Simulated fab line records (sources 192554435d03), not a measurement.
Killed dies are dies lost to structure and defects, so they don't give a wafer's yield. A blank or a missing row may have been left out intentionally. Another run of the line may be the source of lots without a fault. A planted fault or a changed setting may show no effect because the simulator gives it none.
Chamber matching | flow n5 finfet | N5_BEOL_M11_STRIP_36 on rie diel-06 has 4 sister chambers
The step strips in N2/H2. 4 wafers are shown with their chamber, then 8 later ones without.

== EACH WAFER AND ITS CHAMBER ==
wafer  | chamber | drypump motor current A (A)
L083.1 | 2       | 6.7
L092.1 | 0       | 6.5
L092.2 | 1       | 5.8
L094.2 | 3       | 5.6

== WAFERS WHOSE CHAMBER IS MISSING ==
wafer  | drypump motor current A (A)
L094.3 | 5.8
L094.4 | 6.7
L097.2 | 5.8
L097.4 | 5.6
L097.6 | 6.7
L095.3 | 5.6
L095.4 | 5.8
L095.5 | 5.9

== THE CHAMBER EACH PASSED THROUGH ==
wafer  | from the rows above | in truth
L094.3 | 1                   | 1
L094.4 | 2                   | 2
L097.2 | 1                   | 1
L097.4 | 3                   | 3
L097.6 | 2                   | 2
L095.3 | 3                   | 3
L095.4 | 1                   | 1
L095.5 | 1                   | 1
Correctly placed: 8 of 8. Number that these rows cannot place: 0. 0 placed wrongly.
How it was worked out, from the rows above alone: a wafer's distance from a chamber is the root of the sum, over the readings, of the square of ((its reading less the chamber's mean) divided by the reading's scatter). The wafer belongs to the nearest chamber; if the next one is less than 2 further off, it can't be placed. A chamber's mean is the mean of its shown wafers. The scatter: with one shown wafer a chamber, the root of the mean of the squares of how far each hidden wafer lies from its nearest shown one.
